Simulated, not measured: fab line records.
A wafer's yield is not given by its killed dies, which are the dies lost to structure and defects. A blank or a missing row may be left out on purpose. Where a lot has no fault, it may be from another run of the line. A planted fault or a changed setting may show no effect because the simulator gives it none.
Struck lot and sound lot, side by side | flow nand_harc | 40 steps out of a route of 1159
Sound: the wafers L391.1, L391.2, L391.5. Wafers struck: L401.1, L401.2, L401.3. At the end, the cause is stated.
For every step that has rows: the tool of each side, followed by ch and its chambers, followed by its first start. Under that, the readings that differ: sound wafers | struck wafers | difference of the means | sigmas: that difference in standard deviations of wafers without a fault.
alike: words and numbers the same on both sides, and readings whose means are apart by under 2 such deviations; not compared: readings that were withheld, readings missing a value for some wafer, numbers with overlapping values and no deviation given by the record, and bounds like >300 which may hide the same value.
The two part at a step that has a row with sigmas, a row that says differs or no value, or rows on one side only. Numbers that don't overlap but have no deviation are shown without sigmas and don't part them. A reading that every wafer of one side lacks parts them only if that side has two wafers or more.

NHARC_A_BLC_CD_MEAS_10: target cd 100 nm.
  sound on cd_sem-02 ch 0, day 17 17:40; struck on cd_sem-03 ch 0, day 20 17:28
  alike: cd_nm
NHARC_A_BLC_OVL_MEAS_11:
  struck on overlay-02, day 20 17:33; sound on overlay-02, day 17 17:46
  alike: overlay_x_nm, overlay_y_nm
NHARC_A_BLC_INSPECT_12:
  struck on defect_inspect-01, day 20 17:35; sound on defect_inspect-02, day 17 17:48
  alike: raw_defect_count
then, 2 steps without rows for these wafers: NHARC_A_BLC_DESCUM_15 (chemistry O2, time 3 s); NHARC_A_BLC_ETCH_16 (etches the open film in CF4, target depth 39 nm, time 65 s).
NHARC_A_BLC_ETCH_17: etches the open film in N2/H2, target depth 390 nm, time 609.38 s.
  sound on rie_diel-12 ch 0,2; struck on rie_diel-02 ch 0,1,3
  alike: drypump_motor_current_A, mfc_ar_sccm, oes_product_au, rf_vpp_V, showerhead_plenum_p_Torr, throttle_valve_pct
  not compared: rf_hours_counter_h
then, 1 step without rows for these wafers: NHARC_A_BLC_ETCH_18 (etches the open film in C4F8/O2/Ar, target depth 910 nm).
NHARC_A_BLC_CD_MEAS_19:
  struck on cd_sem-03, day 20 18:37; sound on cd_sem-03, day 17 18:49
  alike: cd_nm
then, 1 step without rows for these wafers: NHARC_A_BLC_STRIP_29 (strips in CF4).
NHARC_A_BLC_STRIP_21: strips in O2.
  sound on rie_diel-02 ch 1,3, day 17 19:08; struck on rie_diel-12 ch 0,1,2, day 20 18:48
  alike: drypump_motor_current_A, mfc_ar_sccm, oes_product_au, rf_vpp_V, showerhead_plenum_p_Torr, throttle_valve_pct
  not compared: rf_hours_counter_h
then, 1 step without rows for these wafers: NHARC_A_BLC_STRIP_22 (strips in post etch residue remover, time 600 s).
NHARC_A_BLC_DEGAS_30: time 60 s.
  struck on pvd_sputter-01, day 20 19:14; sound on pvd_sputter-03, day 17 19:34
  alike: heater_power_w
NHARC_A_BLC_PRE_CLEAN_31: time 15 s.
  struck on pvd_sputter-01, day 20 19:18; sound on pvd_sputter-03, day 17 19:37
then, 1 step without rows for these wafers: NHARC_A_BLC_PVD_32 (deposits Ti, target thk 5 nm, time 17.7 s).
NHARC_A_BLC_ALD_23: deposits TiN, target thk 3 nm, pulse time 1 s, ald cycles 150.
  sound on ald_metal-02 ch 0,1, day 17 19:48; struck on ald_metal-02 ch 0,1,2, day 20 19:28
  alike: heater_power_w, precursor_pulse_height_rel
then, 13 steps without rows for these wafers: NHARC_A_BLC_CVD_24 (deposits W, target thk 150 nm, time 434 s); NHARC_A_BLC_CMP_25 (polishes, t overpolish 30 s, target thk 150 nm); NHARC_A_BLC_SRD_27; NHARC_A_M0_DEP_00 (deposits SiOC, target thk 150 nm); NHARC_A_M0_DEHYDRATE_01 (time 120 s); NHARC_A_M0_HMDS_02 (time 30 s); NHARC_A_M0_COAT_33 (time 65 s); NHARC_A_M0_COAT_03 (resist thk 90 nm); NHARC_A_M0_SOFTBAKE_04 (time 55 s); NHARC_A_M0_EBR_05; NHARC_A_M0_EXPOSE_06 (exposes mask A M0, target cd 80 nm); NHARC_A_M0_PEB_07 (peb time 65 s); NHARC_A_M0_DEVELOP_08 (develop time 35 s).
NHARC_A_M0_CD_MEAS_09: target cd 80 nm.
  sound on cd_sem-01 ch 0, day 17 22:41; struck on cd_sem-01 ch 0, day 20 21:31
  alike: cd_nm
NHARC_A_M0_OVL_MEAS_10: pitch 160 nm.
  struck on overlay-02, day 20 21:36; sound on overlay-02, day 17 22:47
  reading           | sound          | struck      | difference | sigmas
  overlay_y_nm (nm) | -2.6 -1.9 -1.9 | 0.2 0.3 0.4 | +2.4       | +3
  alike: overlay_x_nm
then, 3 steps without rows for these wafers: NHARC_A_M0_DESCUM_14 (chemistry O2, time 3 s); NHARC_A_M0_ETCH_34 (etches the open film in N2/H2, target depth 40 nm, overetch 12 nm, time 43.94 s); NHARC_A_M0_ETCH_15 (etches the open film in C4F8/Ar, target depth 150 nm, overetch 15 nm, time 82.5 s).
NHARC_A_M0_CD_MEAS_16:
  struck on cd_sem-01, day 20 22:00; sound on cd_sem-02, day 17 23:11
  alike: cd_nm
NHARC_A_M0_STRIP_18: strips in N2/H2.
  sound on rie_diel-05 ch 0,1,3, day 17 23:19; struck on rie_diel-01 ch 0,1,2, day 20 22:05
  alike: drypump_motor_current_A, mfc_ar_sccm, oes_product_au, rf_vpp_V, showerhead_plenum_p_Torr, throttle_valve_pct
  not compared: rf_hours_counter_h
then, 4 steps without rows for these wafers: NHARC_A_M0_STRIP_19 (strips in post etch residue remover, time 600 s); NHARC_A_M0_DEGAS_28 (time 60 s); NHARC_A_M0_PRE_CLEAN_29 (time 30 s); NHARC_A_M0_PVD_20 (deposits TaN, target thk 5 nm, time 8.06 s).
NHARC_END_SORT_01:
  sound on prober-02 ch 0, day 20 01:23; struck on prober-01 ch 0, day 22 17:01
  reading         | sound    | struck   | difference | sigmas
  killed_at_array | 25 34 22 | 90 88 90 | +62        | +7
  killed_dies     | 33 37 29 | 93 93 97 | +61        | +7
  alike: killed_at_other, killed_at_periphery, killed_open, killed_short

== WHERE THEY PART ==
First at NHARC_A_M0_OVL_MEAS_10; last, within this record, at NHARC_END_SORT_01.

WHY: whatever the simulator had introduced
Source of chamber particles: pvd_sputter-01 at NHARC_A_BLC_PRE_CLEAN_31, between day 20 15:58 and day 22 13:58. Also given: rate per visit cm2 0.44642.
